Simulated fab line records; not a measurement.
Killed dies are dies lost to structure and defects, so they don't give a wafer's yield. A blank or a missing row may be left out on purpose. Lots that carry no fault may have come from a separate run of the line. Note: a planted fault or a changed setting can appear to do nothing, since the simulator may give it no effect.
Comparing a struck lot with a sound one    flow n5 finfet    19 out of 1938 route steps
Sound: wafers L734.2, L734.4, L734.5. Struck: wafers L737.1, L737.4, L737.6. The cause comes at the end.
For every step that has rows: the tool of each side, followed by ch and its chambers, followed by its first start. Under that, the readings that differ: sound wafers    struck wafers    difference of the means    sigmas: that difference in standard deviations of wafers without a fault.
alike: readings with means less than 2 such deviations apart, plus words and numbers identical on both sides. not compared: withheld readings, readings lacking a value on some wafer, bounds such as >300 that could conceal the same value, and numbers that have no deviation in the record and whose values overlap.
A row with sigmas, a row that says differs or no value, or rows on one side alone: a step with any of these is where the two part. Non-overlapping numbers with no deviation appear without sigmas and do not part them. Lack of a reading on every wafer of one side parts them only where that side has two or more wafers.

first, 7 steps without rows for these wafers: N5_BEOL_M12_COAT_04 (resist thk 400 nm); N5_BEOL_M12_EBR_06; N5_BEOL_M12_SOFTBAKE_05 (time 60 s); N5_BEOL_M12_EXPOSE_07 (exposes mask V11); N5_BEOL_M12_PEB_08 (peb time 90 s); N5_BEOL_M12_DEVELOP_09 (develop time 45 s); N5_BEOL_M12_HARDBAKE_14 (time 120 s).
N5_BEOL_M12_CD_MEAS_10 targets a cd of 140 nm.
  sound on cd sem-02 ch 0, day 11 21:44; struck on cd sem-01 ch 0, day 11 21:53
  alike: cd nm
N5_BEOL_M12_OVL_MEAS_11:
  sound on overlay-02 ch 0, day 11 21:45; struck on overlay-02 ch 0, day 11 21:55
reading       sound  struck    difference  sigmas
V11_OVL (nm)  6 9 7  -3 -6 -1  -11         -2
N5_BEOL_M12_INSPECT_12: inspects for defects (macro).
  sound: defect inspect-02 at day 11 21:47; struck: defect inspect-02 at day 11 21:56
  alike: raw defect count
N5_BEOL_M12_DESCUM_15: chemistry O2, time 7.9 s.
  sound on rie diel-04 ch 2,3, day 11 21:51; struck on rie diel-06 ch 1,2, day 11 21:58
  alike: chamber pressure mTorr, drypump motor current A, oes product au, rf vpp V, showerhead plenum p Torr, throttle valve pct
  not compared: rf hours counter h
N5_BEOL_M12_ETCH_59: etches BARC in N2/H2, target depth 89 nm, overetch 26.7 nm, time 67.9 s.
  sound on rie diel-04 ch 2,3, day 11 21:53; struck on rie diel-06 ch 1,2, day 11 22:01
  alike: bias w, chamber pressure mTorr, drypump motor current A, oes product au, rf vpp V, showerhead plenum p Torr, throttle valve pct
  not compared: rf hours counter h
N5_BEOL_M12_VIA_ETCH_16: etches SiOC in C4F8/O2/Ar, target depth 724.8 nm.
  sound on rie diel-04 ch 2,3, day 11 21:56; struck on rie diel-06 ch 1,2, day 11 22:04
  no value came back on the struck wafers for any of 9 readings (C4F8_flow_sccm (sccm), O2_flow_sccm (sccm) and others); on the sound wafers C4F8_flow_sccm (sccm) reads 14.92 14.99 15.05
reading                                     sound              struck             difference  sigmas
model.coat_of_BEOL_M12_COAT_04.thk nm (nm)  126.2 125.2 124.6  319.2 318.2 319.2  +193.5      
N5_BEOL_M12_STRIP_63: strips in N2/H2.
  sound on plasma asher-02 ch 0, day 11 22:08; struck on plasma asher-02 ch 0,1, day 11 22:19
reading                       sound              struck             difference  sigmas
oes product au (a.u.)         0.688 0.701 0.695  0.856 0.857 0.867  +0.165      +34
strip time to endpoint s (s)  43.3 43.1 42.9     93.3 93.1 93.3     +50.1       +46
  alike: chamber pressure mTorr, drypump motor current A, heater power w
  not compared: rf hours counter h
N5_BEOL_M12_STRIP_64: strips in N2/H2.
  sound on plasma asher-02 ch 0, day 11 22:12; struck on plasma asher-02 ch 0,1, day 11 22:23
  alike: drypump motor current A, heater power w, oes product au, strip time to endpoint s
  not compared: rf hours counter h
then, 2 steps without rows for these wafers: N5_BEOL_M12_STRIP_71 (strips in post etch residue remover, time 60 s); N5_BEOL_M12_SRD_72 (time 30 s, dry time 30 s).
N5_BEOL_M12_CD_MEAS_17 targets a cd of 140 nm.
  sound: cd sem-03 at day 11 22:21; struck: cd sem-01 at day 11 22:34
reading     sound              struck  difference                     sigmas
cd nm (nm)  141.5 137.7 139.0  - - -   no value on the struck wafers  
then, 1 step without rows for these wafers: N5_BEOL_M12_COAT_65 (time 60 s, resist thk 300 nm).

== WHERE THEY PART ==
At N5_BEOL_M12_OVL_MEAS_11 first; at N5_BEOL_M12_CD_MEAS_17 last (within this record only).

WHY: whatever the simulator had introduced
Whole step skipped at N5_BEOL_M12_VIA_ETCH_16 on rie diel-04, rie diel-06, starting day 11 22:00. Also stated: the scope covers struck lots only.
